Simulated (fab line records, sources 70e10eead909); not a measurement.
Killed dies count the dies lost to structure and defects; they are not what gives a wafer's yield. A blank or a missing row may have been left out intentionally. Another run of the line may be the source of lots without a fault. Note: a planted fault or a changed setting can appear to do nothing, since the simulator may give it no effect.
fab line records -- flow nand_harc
record lots=11, wafers=33, last_day=24
route steps=1159 shown A_M1@1057 A_BONDPAD@1076 END@1159
lots untouched by any fault: they come from a run of this same line in which no faults occurred
start_h: start of the lot's first displayed wafer, in hours after the record's first day -- wait_h: how many hours have passed since the lot's step before this one -- " identical to the entry in the row above -- L1.1+2: a row that stands for several wafers -- - no value, or no start was given -- * or withheld: withheld -- < > ~ a bound
route shown NAME@n: a module of which the file shows steps, and the number in the route of the first -- usual: mean and standard deviation over wafers with no fault -- same: alike in all rows -- chamber/n: place in a boat -- sites: per-site readings -- _std_site: standard deviation of those values -- _edge_site: inner sites' mean taken away from outer sites' mean -- radius_mm: how far each site lies from the wafer's centre -- mask NAME#n: copy n -- behind: the last tool/chamber to shape the wafer -- hold: what put the lot on hold/how long, in hours/how the hold closed -- device: the n, p or np transistor that did not switch -- end of line: the route-end tests of the same wafers -- for a step that has no rows: nothing shown but its recipe -- killed: dies that structure and defects cost at the first sort, which is not the same as the wafer's yield -- map: a wafer's dies, marking killed ones x, the rest . and places with no die _
set.NAME: the run value of the setting; set.NAME@STEP: its run value at that earlier step -- model.NAME: the simulator's own value behind a step, which no gauge read
steps of the route over a sample of lots; a table a step, a row a wafer
services: the hour from which a tool's chamber was out of use, counted from the record's first day as start_h (under 0 if before that day), plus the number of hours and why
## steps
# step NHARC_A_M1_PRE_CLEAN_32
# recipe time_s=12, temp_c=370, rf_power_w=300, gas=NH3
# usual heater_power_w=633/91
lot.wafer,tool,chamber,start_h,wait_h,heater_power_w
L487.1,pecvd-02,1,412.63,0.1,644
L487.2,pecvd-02,2,412.63,0.1,683
L487.6,pecvd-02,2,412.63,0.1,693
L489.2,pecvd-02,0,421.71,0.5,578
L489.3,pecvd-02,1,421.71,0.5,750
L489.5,pecvd-02,0,421.71,0.5,577
L492.3,pecvd-04,1,440.11,0.1,798
L492.5,pecvd-04,0,440.11,0.1,578
L492.4,pecvd-04,2,440.11,0.1,399
L493.1,pecvd-01,2,446.82,0.1,601
L493.5,pecvd-01,1,446.82,0.1,708
L493.4,pecvd-01,2,446.82,0.1,603
L494.2,pecvd-02,2,452.55,0.1,696
L494.4,pecvd-02,2,452.55,0.1,717
L494.6,pecvd-02,0,452.55,0.1,547
L496.3,pecvd-01,2,480.25,0.1,583
L496.6,pecvd-01,0,480.25,0.1,631
L496.5,pecvd-01,1,480.25,0.1,687
L503.2,pecvd-04,1,520.41,0.3,865
L503.6,pecvd-04,0,520.41,0.3,592
L503.4,pecvd-04,1,520.41,0.3,841
L506.2,pecvd-01,2,531.23,0.1,597
L506.5,pecvd-01,2,531.23,0.1,595
L506.4,pecvd-01,0,531.23,0.1,599
L508.2,pecvd-01,0,535.15,0.1,647
L508.5,pecvd-01,1,535.15,0.1,707
L508.6,pecvd-01,0,535.15,0.1,674
L509.3,pecvd-02,0,545.61,0.1,539
L509.1,pecvd-02,1,545.61,0.1,706
L509.5,pecvd-02,0,545.61,0.1,534
L510.2,pecvd-01,2,546.25,0.1,552
L510.1,pecvd-01,0,546.25,0.1,632
L510.5,pecvd-01,1,546.25,0.1,713
# step NHARC_A_BONDPAD_ETCH_34
# recipe target_depth_a=600, overetch_a=180, time_s=65.91, ion_energy_ev=200, n2_flow_sccm=150, h2_flow_sccm=150, ar_flow_sccm=0, rf_w=400, bias_w=150, chemistry=N2/H2
# usual chamber_pressure_mTorr=29.996/0.025, drypump_motor_current_A=5.7/0.38, mfc_ar_sccm=0.009/0.012, oes_product_au=1.000/0.0088, rf_vpp_V=430.1/2.7, showerhead_plenum_p_Torr=2.03/0.093, throttle_valve_pct=14.171/0.0091
lot.wafer,tool,chamber,start_h,wait_h,chamber_pressure_mTorr,drypump_motor_current_A,mfc_ar_sccm,oes_product_au,rf_hours_counter_h,rf_vpp_V,showerhead_plenum_p_Torr,throttle_valve_pct
L487.2,rie_diel-01,1,414.80,0.1,29.967,6.1,0,0.983,18,428.2,1.93,14.186
L487.1,rie_diel-01,2,414.80,0.1,29.979,5.6,0,0.989,13,428.7,1.99,14.164
L487.6,rie_diel-01,0,414.80,0.1,29.960,5.7,0.016,0.993,-,434.9,2.21,14.193
L489.2,rie_diel-05,1,423.88,0.1,30.000,5.7,0.024,1.009,3,427.4,1.96,14.181
L489.3,rie_diel-05,2,423.88,0.1,30.037,6.0,0,0.988,3,432.1,2.12,14.161
L489.5,rie_diel-05,0,423.88,0.1,30.018,5.1,0.021,1.005,-,430.8,1.98,14.166
L492.3,rie_diel-01,3,442.47,0.1,29.997,6.2,0,0.998,27,429.6,2.00,14.171
L492.4,rie_diel-01,1,442.47,0.1,29.988,6.1,0,0.993,24,427.0,1.92,14.167
L492.5,rie_diel-01,2,442.47,0.1,30.033,5.6,0,0.995,-,429.1,1.99,14.174
L493.1,rie_diel-01,1,448.95,0.1,30.002,6.0,0,1.001,26,426.0,1.92,14.187
L493.4,rie_diel-01,0,448.95,0.1,29.982,5.7,0.016,0.989,27,435.2,2.21,14.188
L493.5,rie_diel-01,2,448.95,0.1,29.987,5.6,0,0.995,-,429.6,1.99,14.158
L494.2,rie_diel-01,2,454.73,0.1,29.984,5.6,0,0.992,21,429.5,1.99,14.168
L494.4,rie_diel-01,3,454.73,0.1,29.992,6.2,0,0.994,30,429.6,2.00,14.162
L494.6,rie_diel-01,3,454.73,0.1,29.983,6.2,0,0.996,-,428.9,2.00,14.178
L496.3,rie_diel-05,1,482.41,0.1,30.051,5.7,0.024,0.994,4,427.8,1.96,14.190
L496.6,rie_diel-05,0,482.41,0.1,29.973,5.1,0.021,1.011,-,429.3,1.98,14.174
L496.5,rie_diel-05,1,482.41,0.1,29.984,5.7,0.024,1.012,-,428.4,1.96,14.166
L503.2,rie_diel-09,0,523.05,0.4,30.008,6.4,0,1.008,35,430.9,2.06,14.164
L503.4,rie_diel-09,2,523.05,0.4,29.959,5.7,0.044,0.989,-,431.9,2.08,14.168
L503.6,rie_diel-09,1,523.05,0.4,29.982,5.0,0.018,1.006,-,427.6,1.88,14.167
L506.4,rie_diel-05,2,533.68,0.2,29.964,5.9,0,1.008,0,431.5,2.12,14.176
L506.2,rie_diel-05,1,533.68,0.2,29.980,5.7,0.024,1.003,0,428.7,1.96,14.172
L506.5,rie_diel-05,3,533.68,0.2,29.952,5.3,0.004,1.010,-,435.0,2.16,14.175
L508.2,rie_diel-01,1,537.32,0.1,30.022,6.0,0,0.969,8,427.3,1.92,14.179
L508.6,rie_diel-01,2,537.32,0.1,29.994,5.6,0,0.998,-,428.9,1.98,14.161
L508.5,rie_diel-01,3,537.32,0.1,29.972,6.2,0,1.004,-,429.0,2.00,14.168
L509.3,rie_diel-05,0,547.79,0.1,30.030,5.1,0.021,1.008,1,429.2,1.98,14.167
L509.1,rie_diel-05,1,547.79,0.1,30.011,5.7,0.024,1.002,1,428.8,1.96,14.155
L509.5,rie_diel-05,1,547.79,0.1,29.963,5.7,0.024,1.011,-,427.7,1.96,14.180
L510.2,rie_diel-01,3,548.29,0.1,30.012,6.2,0,1.004,11,429.5,2.00,14.148
L510.1,rie_diel-01,1,548.29,0.1,30.079,6.0,0,0.983,11,427.6,1.92,14.172
L510.5,rie_diel-01,3,548.29,0.1,29.974,6.2,0,0.998,-,429.4,2.00,14.167
# step NHARC_A_BONDPAD_STRIP_15
# recipe o2_flow_sccm=500, ar_flow_sccm=0, bias_w=0, chemistry=O2
# usual chamber_pressure_mTorr=60.00/0.058, drypump_motor_current_A=5.7/0.36, mfc_ar_sccm=0.009/0.011, o2_flow_sccm=500.2/1.5, oes_product_au=1.000/0.0085, rf_vpp_V=57.8/0.86, showerhead_plenum_p_Torr=3.54/0.15, throttle_valve_pct=17.038/0.0086
lot.wafer,tool,chamber,start_h,wait_h,chamber_pressure_mTorr,drypump_motor_current_A,mfc_ar_sccm,o2_flow_sccm,oes_product_au,rf_hours_counter_h,rf_vpp_V,showerhead_plenum_p_Torr,throttle_valve_pct
L487.2,rie_diel-09,3,415.13,0.1,60.03,5.6,0.003,497.7,0.998,62,57.0,3.67,17.040
L487.1,rie_diel-09,0,415.13,0.1,60.07,6.4,0,498.7,0.978,60,57.7,3.58,17.029
L487.6,rie_diel-09,1,415.13,0.1,60.07,5.0,0.018,500.2,1.007,-,56.6,3.29,17.025
L489.2,rie_diel-05,2,424.21,0.1,60.07,6.0,0,501.8,0.988,3,57.8,3.65,17.034
L489.3,rie_diel-05,3,424.21,0.1,59.94,5.3,0.004,502.1,1.002,3,57.8,3.72,17.050
L489.5,rie_diel-05,3,424.21,0.1,60.10,5.3,0.004,500.9,0.998,-,57.3,3.72,17.032
L492.3,rie_diel-01,3,442.80,0.1,59.94,6.2,0,501.4,0.995,27,57.8,3.47,17.036
L492.4,rie_diel-01,0,442.80,0.1,60.01,5.7,0.016,501.6,0.992,25,57.5,3.79,17.032
L492.5,rie_diel-01,2,442.80,0.1,60.01,5.7,0,499.6,0.992,-,58.1,3.44,17.048
L493.1,rie_diel-01,2,449.29,0.1,59.96,5.6,0,499.2,0.985,20,56.5,3.44,17.029
L493.4,rie_diel-01,3,449.29,0.1,60.00,6.2,0,500.1,1.001,28,57.0,3.47,17.033
L493.5,rie_diel-01,1,449.29,0.1,59.89,6.1,0,496.7,1.002,-,56.2,3.35,17.048
L494.2,rie_diel-01,0,455.05,0.1,59.98,5.7,0.016,501.6,0.994,29,58.5,3.79,17.035
L494.4,rie_diel-01,1,455.05,0.1,60.03,6.1,0,501.0,1.003,27,57.5,3.34,17.031
L494.6,rie_diel-01,1,455.05,0.1,59.98,6.1,0,501.1,0.997,-,56.9,3.34,17.021
L496.3,rie_diel-05,2,482.72,0.1,59.91,6.0,0,499.7,1.002,5,59.1,3.65,17.032
L496.5,rie_diel-05,2,482.72,0.1,60.06,6.0,0,500.9,0.999,-,58.4,3.65,17.031
L496.6,rie_diel-05,3,482.72,0.1,59.99,5.3,0.004,502.1,1.008,-,59.5,3.72,17.046
L503.2,rie_diel-01,2,523.41,0.1,59.99,5.6,0,501.8,0.991,5,57.8,3.44,17.043
L503.4,rie_diel-01,1,523.41,0.1,59.98,6.0,0,503.7,0.977,5,57.3,3.34,17.035
L503.6,rie_diel-01,3,523.41,0.1,54.69,6.2,0,497.7,0.991,-,58.7,3.46,17.031
L506.2,rie_diel-05,2,534.04,0.1,60.01,5.9,0,500.1,1.005,0,58.3,3.65,17.054
L506.4,rie_diel-05,1,534.04,0.1,60.03,5.7,0.024,500.6,1.008,0,58.9,3.40,17.032
L506.5,rie_diel-05,3,534.04,0.1,59.98,5.3,0.004,500.0,1.011,-,58.4,3.71,17.032
L508.2,rie_diel-05,1,537.66,0.1,59.99,5.7,0.024,498.5,1.018,0,57.4,3.40,17.034
L508.6,rie_diel-05,2,537.66,0.1,59.93,5.9,0,501.4,1.000,-,59.0,3.65,17.033
L508.5,rie_diel-05,3,537.66,0.1,60.06,5.3,0.004,501.3,1.003,-,59.0,3.71,17.032
L509.3,rie_diel-05,3,548.12,0.1,60.07,5.3,0.004,499.2,0.999,1,58.4,3.71,17.042
L509.1,rie_diel-05,0,548.12,0.1,59.91,5.1,0.021,499.3,0.999,1,56.7,3.44,17.045
L509.5,rie_diel-05,3,548.12,0.1,59.93,5.3,0.004,497.8,1.016,-,57.5,3.71,17.023
L510.1,rie_diel-05,1,548.61,0.1,60.01,5.7,0.024,500.3,1.005,1,57.2,3.40,17.040
L510.2,rie_diel-05,3,548.61,0.1,59.99,5.3,0.004,497.9,1.009,1,59.8,3.71,17.035
L510.5,rie_diel-05,0,548.61,0.1,60.05,5.1,0.021,499.4,1.009,-,57.5,3.44,17.050
# step NHARC_A_BONDPAD_ANNEAL_28
# recipe temp_c=225, time_s=90
# usual wafer_temp_C_max=225.97/0.26
lot.wafer,tool,chamber,start_h,wait_h,wafer_temp_C_max
L487.1,rtp_anneal-01,0,416.39,0.3,225.66
L487.2,rtp_anneal-01,0,416.39,0.3,226.10
L487.6,rtp_anneal-01,0,416.39,0.3,226.14
L489.2,rtp_anneal-02,0,425.54,0.3,225.85
L489.3,rtp_anneal-02,0,425.54,0.3,225.89
L489.5,rtp_anneal-02,0,425.54,0.3,225.92
L492.3,rtp_anneal-02,0,444.19,0.3,225.68
L492.4,rtp_anneal-02,0,444.19,0.3,225.58
L492.5,rtp_anneal-02,0,444.19,0.3,226.03
L493.1,rtp_anneal-01,0,451.04,-,225.88
L493.4,rtp_anneal-01,0,451.04,-,226.24
L493.5,rtp_anneal-01,0,451.04,-,226.28
L494.2,rtp_anneal-01,0,456.39,-,225.80
L494.4,rtp_anneal-01,0,456.39,-,225.76
L494.6,rtp_anneal-01,0,456.39,-,226.31
L496.3,rtp_anneal-01,0,484.15,-,225.71
L496.5,rtp_anneal-01,0,484.15,-,225.89
L496.6,rtp_anneal-01,0,484.15,-,226.17
L503.2,rtp_anneal-02,0,525.03,0.4,225.86
L503.4,rtp_anneal-02,0,525.03,0.4,225.61
L503.6,rtp_anneal-02,0,525.03,0.4,226.20
L506.2,rtp_anneal-01,0,535.44,0.4,226.52
L506.4,rtp_anneal-01,0,535.44,0.4,226.24
L506.5,rtp_anneal-01,0,535.44,0.4,225.86
L508.2,rtp_anneal-01,0,538.99,0.4,226.04
L508.5,rtp_anneal-01,0,538.99,0.4,225.62
L508.6,rtp_anneal-01,0,538.99,0.4,226.17
L509.1,rtp_anneal-01,0,549.47,0.3,225.85
L509.3,rtp_anneal-01,0,549.47,0.3,225.94
L509.5,rtp_anneal-01,0,549.47,0.3,225.90
L510.1,rtp_anneal-02,0,549.95,-,225.93
L510.2,rtp_anneal-02,0,549.95,-,225.62
L510.5,rtp_anneal-02,0,549.95,-,225.59
# step NHARC_END_SORT_01
# recipe temp_c=25
# usual defect_limited_yield=95.8/1.4, killed_at_array=24/8.8, killed_at_other=0.7/0.99, killed_at_periphery=3.5/2.6, killed_dies=28/9.3, killed_open=3.2/1.7, killed_short=1.7/1.4, sort_bin_2_pct=1.3/0.6, sort_bin_3_pct=0.24/0.2, sort_bin_4_pct=2.6/0.88, sort_n_pass=649/9.3, sort_rim_yield_pct=94/3.2, sort_yield_pct=95.8/1.4
# same gross_dies=677, sort_bin_5_pct[%]=0, sort_bin_6_pct[%]=0, sort_bin_7_pct[%]=0, sort_bin_8_pct[%]=0, sort_rim_n_gross=106.00
lot.wafer,tool,chamber,start_h,wait_h,defect_limited_yield[%],killed_at_array,killed_at_other,killed_at_periphery,killed_dies,killed_open,killed_short,sort_bin_2_pct[%],sort_bin_3_pct[%],sort_bin_4_pct[%],sort_n_pass,sort_rim_yield_pct[%],sort_yield_pct[%]
L489.2,prober-01,0,456.63,2.8,97.6,15,0,1,16,1,3,0.6,0.30,1.5,661,97,97.6
L489.3,prober-01,0,457.43,3.1,97.8,14,0,1,15,1,1,1.2,0.15,0.9,662,98,97.8
L489.5,prober-01,0,459.03,3.7,97.3,17,0,1,18,1,1,0.9,0.15,1.6,659,98,97.3
L492.3,prober-01,0,473.87,3.1,97.9,12,2,0,14,5,0,0.4,0.15,1.5,663,97,97.9
L492.4,prober-01,0,474.67,3.4,97.6,13,2,1,16,5,2,0.7,0,1.6,661,98,97.6
L492.5,prober-01,0,475.46,3.7,97.8,11,1,3,15,5,0,0.4,0.15,1.6,662,94,97.8
L496.3,prober-02,0,515.62,3.1,95.4,29,0,2,31,1,1,2.1,0.15,2.4,646,96,95.4
L496.5,prober-02,0,517.22,3.7,95.4,25,1,5,31,1,1,0.9,0.30,3.4,646,95,95.4
L496.6,prober-02,0,518.02,4.0,95.6,24,0,6,30,3,0,0.6,0.30,3.5,647,92,95.6
L503.2,prober-02,0,555.23,2.8,96.6,22,0,1,23,3,6,0.7,0.30,2.4,654,94,96.6
L503.4,prober-02,0,556.82,3.4,97.9,8,2,4,14,3,3,0.9,0,1.2,663,97,97.9
L503.6,prober-02,0,558.42,4.0,96.9,18,1,2,21,3,2,0.6,0.15,2.4,656,96,96.9
L506.2,prober-01,0,566.36,2.8,95.0,30,0,4,34,5,1,1.9,0,3.1,643,93,95.0
L506.4,prober-01,0,567.96,3.4,94.7,33,0,3,36,5,2,1.0,0.74,3.5,641,91,94.7
L506.5,prober-01,0,568.76,3.7,95.0,32,0,2,34,3,2,2.1,0.30,2.7,643,94,95.0
L508.2,prober-02,0,570.82,2.8,96.2,22,0,4,26,5,2,1.0,0.44,2.4,651,90,96.2
L508.5,prober-02,0,573.21,3.7,95.4,26,2,3,31,6,0,0.9,0.30,3.4,646,90,95.4
L508.6,prober-02,0,574.01,4.0,95.4,26,2,3,31,3,1,1.2,0.15,3.2,646,92,95.4
# killed by level:class
L489.2 A_M0:chamber_film_flake=7 A_CHANNEL_HOLE_D1:chamber_film_flake=2 A_CHANNEL_HOLE_D1:geometric_particle:short=1 A_STAIRCASE:geometric_particle:short=1 A_CONTACT:geometric_particle:open=1 A_M0:geometric_particle:short=1 P_STI:chamber_film_flake=1 A_STAIRCASE:chamber_film_flake=1
L489.3 A_M0:chamber_film_flake=5 A_CONTACT:chamber_film_flake=3 A_CHANNEL_HOLE_D1:chamber_film_flake=2 A_WL_FILL:chamber_film_flake=2 P_CONTACT:geometric_particle:open=1 A_M0:geometric_particle:short=1 A_STAIRCASE:chamber_film_flake=1
L489.5 A_CHANNEL_HOLE_D1:chamber_film_flake=5 A_STAIRCASE:chamber_film_flake=5 A_M0:chamber_film_flake=3 P_M1:geometric_particle:open=1 A_M0:geometric_particle:short=1 A_SLIT:chamber_film_flake=1 A_WL_FILL:chamber_film_flake=1 A_CONTACT:chamber_film_flake=1
L492.3 A_CHANNEL_HOLE_D1:chamber_film_flake=4 A_CONTACT:chamber_film_flake=3 A_CONTACT:geometric_particle:open=2 THIN_TSV:chamber_film_flake=2 A_CHANNEL_HOLE_D1:geometric_particle:open=1 A_CHANNEL_FILL_D1:geometric_particle:open=1 A_BLC:geometric_particle:open=1
L492.4 A_CHANNEL_HOLE_D1:chamber_film_flake=3 A_CONTACT:geometric_particle:open=2 A_M0:geometric_particle:open=2 A_CONTACT:chamber_film_flake=2 THIN_TSV:chamber_film_flake=2 A_CHANNEL_FILL_D1:geometric_particle:open=1 A_CONTACT:geometric_particle:short=1 A_M0:geometric_particle:short=1
L492.5 A_CHANNEL_HOLE_D1:chamber_film_flake=5 A_CONTACT:geometric_particle:open=3 P_CONTACT:geometric_particle:open=1 A_WL_FILL:geometric_particle:open=1 P_ZERO_WELL:chamber_film_flake=1 P_GATE:chamber_film_flake=1 A_WL_FILL:chamber_film_flake=1 A_CONTACT:chamber_film_flake=1
L496.3 A_SLIT:chamber_film_flake=18 A_CONTACT:chamber_film_flake=3 A_ZERO_WELL:chamber_film_flake=2 A_CHANNEL_HOLE_D1:chamber_film_flake=2 A_STAIRCASE:chamber_film_flake=2 P_M0:geometric_particle:open=1 A_SOURCE_PLATE:geometric_particle:short=1 P_M2:chamber_film_flake=1
L496.5 A_SLIT:chamber_film_flake=14 A_CHANNEL_HOLE_D1:chamber_film_flake=4 A_STAIRCASE:chamber_film_flake=3 P_M2:chamber_film_flake=2 A_SGD_CUT:chamber_film_flake=2 P_M0:geometric_particle:open=1 A_CHANNEL_HOLE_D1:geometric_particle:short=1 P_ZERO_WELL:chamber_film_flake=1
L496.6 A_SLIT:chamber_film_flake=9 A_CHANNEL_HOLE_D1:chamber_film_flake=6 P_M2:chamber_film_flake=4 A_WL_FILL:chamber_film_flake=4 A_ONON_D1:geometric_particle:open=1 A_CHANNEL_FILL_D1:geometric_particle:open=1 A_CONTACT:geometric_particle:open=1 P_STI:chamber_film_flake=1
L503.2 A_CHANNEL_HOLE_D1:chamber_film_flake=6 A_STAIRCASE:chamber_film_flake=3 A_CHANNEL_FILL_D1:geometric_particle:short=2 A_WL_FILL:geometric_particle:short=2 A_CONTACT:chamber_film_flake=2 A_SOURCE_PLATE:geometric_particle:short=1 A_CHANNEL_HOLE_D1:geometric_particle:short=1 A_CHANNEL_FILL_D1:geometric_particle:open=1
L503.4 A_CHANNEL_HOLE_D1:chamber_film_flake=3 THIN_TSV:chamber_film_flake=2 P_CONTACT:geometric_particle:short=1 P_CONTACT:geometric_particle:open=1 P_M0:geometric_particle:open=1 A_SOURCE_PLATE:geometric_particle:short=1 A_ONON_D1:geometric_particle:short=1 A_CONTACT:geometric_particle:open=1
L503.6 A_CHANNEL_HOLE_D1:chamber_film_flake=9 A_CHANNEL_FILL_D1:chamber_film_flake=2 A_CONTACT:chamber_film_flake=2 P_M1:geometric_particle:open=1 A_SOURCE_PLATE:geometric_particle:short=1 A_CHANNEL_FILL_D1:geometric_particle:open=1 A_SGD_CUT:geometric_particle:short=1 A_SGD_CUT:geometric_particle:open=1
L506.2 A_CHANNEL_HOLE_D1:chamber_film_flake=22 P_CONTACT:geometric_particle:open=2 A_CONTACT:geometric_particle:open=2 P_M0:geometric_particle:short=1 A_M0:geometric_particle:open=1 P_ZERO_WELL:chamber_film_flake=1 A_ZERO_WELL:chamber_film_flake=1 A_STAIRCASE:chamber_film_flake=1
L506.4 A_CHANNEL_HOLE_D1:chamber_film_flake=22 A_CHANNEL_FILL_D1:geometric_particle:open=2 P_ZERO_WELL:chamber_film_flake=2 A_STAIRCASE:chamber_film_flake=2 P_CONTACT:geometric_particle:short=1 A_SGD_CUT:geometric_particle:open=1 A_CONTACT:geometric_particle:open=1 A_CONTACT:geometric_particle:short=1
L506.5 A_CHANNEL_HOLE_D1:chamber_film_flake=18 A_CONTACT:chamber_film_flake=7 P_ZERO_WELL:chamber_film_flake=2 A_STAIRCASE:chamber_film_flake=2 A_ONON_D1:geometric_particle:short=1 A_ONON_D1:geometric_particle:open=1 A_CHANNEL_HOLE_D1:geometric_particle:open=1 A_WL_FILL:geometric_particle:short=1
L508.2 A_SLIT:chamber_film_flake=10 P_M0:chamber_film_flake=2 A_CHANNEL_HOLE_D1:chamber_film_flake=2 A_STAIRCASE:chamber_film_flake=2 A_CONTACT:chamber_film_flake=2 P_M2:geometric_particle:open=1 A_ONON_D1:geometric_particle:open=1 A_CHANNEL_FILL_D1:geometric_particle:open=1
L508.5 A_SLIT:chamber_film_flake=10 A_CHANNEL_HOLE_D1:chamber_film_flake=5 A_STAIRCASE:chamber_film_flake=3 A_BLC:geometric_particle:open=2 A_CONTACT:chamber_film_flake=2 P_GATE:geometric_particle:open=1 A_CHANNEL_FILL_D1:geometric_particle:open=1 A_CONTACT:geometric_particle:open=1
L508.6 A_SLIT:chamber_film_flake=15 A_CHANNEL_HOLE_D1:chamber_film_flake=4 A_CONTACT:chamber_film_flake=2 A_STAIRCASE:chamber_film_flake=2 THIN_TSV:chamber_film_flake=2 P_CONTACT:geometric_particle:open=1 P_M0:geometric_particle:open=1 A_CHANNEL_FILL_D1:geometric_particle:short=1
## services
tool,chamber,start_h,hours,kind
rie_diel-01,0,397.35,-,clean
rie_diel-01,1,397.35,-,clean
rie_diel-01,2,397.35,-,clean
rie_diel-01,3,397.35,-,clean
rie_diel-05,0,398.62,-,clean
rie_diel-05,1,398.62,-,clean
rie_diel-05,2,398.62,-,clean
rie_diel-05,3,398.62,-,clean
pecvd-01,-,418.18,13.0,pm
rie_diel-01,0,421.93,-,clean
rie_diel-01,1,421.93,-,clean
rie_diel-01,0,424.13,5.2,repair
rie_diel-09,-,432.52,9.0,pm
rie_diel-05,-,434.99,21.5,repair
rie_diel-01,-,465.79,1.9,repair
rie_diel-01,-,491.84,9.0,pm
pecvd-01,0,513.66,10.5,repair
rie_diel-09,3,514.81,12.1,repair
pecvd-02,-,515.78,13.0,pm
rie_diel-01,-,515.86,0.1,repair
rie_diel-05,-,517.60,9.0,pm
pecvd-02,1,530.97,3.9,repair
rie_diel-05,-,541.73,1.1,repair
rie_diel-05,2,543.55,8.0,repair
## key
first_sign step=NHARC_A_BONDPAD_STRIP_15, reading=chamber_pressure_mTorr, direction=down, sigmas=92, usual=60.00, struck=54.69
effect none on later readings
met_at NHARC_A_BONDPAD_STRIP_15
struck_lots L503
struck_wafers L503.6
not_acting_at NHARC_A_M1_PRE_CLEAN_32,NHARC_A_BONDPAD_ETCH_34,NHARC_A_BONDPAD_ANNEAL_28
onset_between 449.29 523.41
fault kind=process_parameter_drift, tool=rie_diel-01, chamber=3, onset_h=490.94, steps=NHARC_A_BONDPAD_STRIP_15, channel=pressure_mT, offset=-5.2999, shape=step, end_h=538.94, acts_in=these_recipes_only, stated=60
